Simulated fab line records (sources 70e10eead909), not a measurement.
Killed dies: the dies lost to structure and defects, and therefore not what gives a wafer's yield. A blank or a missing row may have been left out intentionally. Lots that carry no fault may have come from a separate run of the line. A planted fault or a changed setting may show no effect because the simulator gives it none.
Matching of chambers ; flow nand_harc ; NHARC_A_BONDPAD_STRIP_15 on rie_diel-09: 4 sister chambers
The step strips in O2. 7 wafers are shown with their chamber, then 9 later ones without.

== WAFERS, EACH WITH ITS CHAMBER ==
wafer;chamber;drypump_motor_current_A (A);oes_product_au (a.u.)
L612.4;2;5.6;1.005
L612.6;1;5.3;0.986
L617.3;2;5.6;1.014
L617.5;3;5.1;0.991
L616.1;3;5.0;0.994
L616.2;1;5.3;0.984
L616.4;0;5.6;1.024

== WAFERS WHOSE CHAMBER IS MISSING ==
wafer;drypump_motor_current_A (A);oes_product_au (a.u.)
L619.1;5.1;1.001
L619.2;5.6;1.010
L619.4;5.6;1.022
L618.1;5.1;0.996
L618.4;5.3;0.990
L618.5;5.3;0.983
L621.2;5.6;1.010
L620.2;5.3;0.989
L620.4;5.6;0.988

== THE CHAMBER EACH PASSED THROUGH ==
wafer;from the rows above;in truth
L619.1;3;3
L619.2;2;2
L619.4;0;0
L618.1;3;3
L618.4;1;1
L618.5;1;1
L621.2;2;2
L620.2;1;1
L620.4;can't be placed: 2 or 1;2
8 of 9 placed correctly. Not placeable from these rows: 1 (in 1, the candidates include the true chamber). Wrongly placed: 0.
How it was worked out, from the rows above alone: a wafer's distance from a chamber is the root of the sum, over the readings, of the square of ((its reading less the chamber's mean) divided by the reading's scatter). The wafer belongs to the nearest chamber; if the next one is less than 2 further off, it can't be placed. A chamber's mean is the mean of its shown wafers. The scatter: take each reading less its chamber's mean, square it, sum over the shown wafers, divide by the number of wafers less the number of chambers, and take the root.
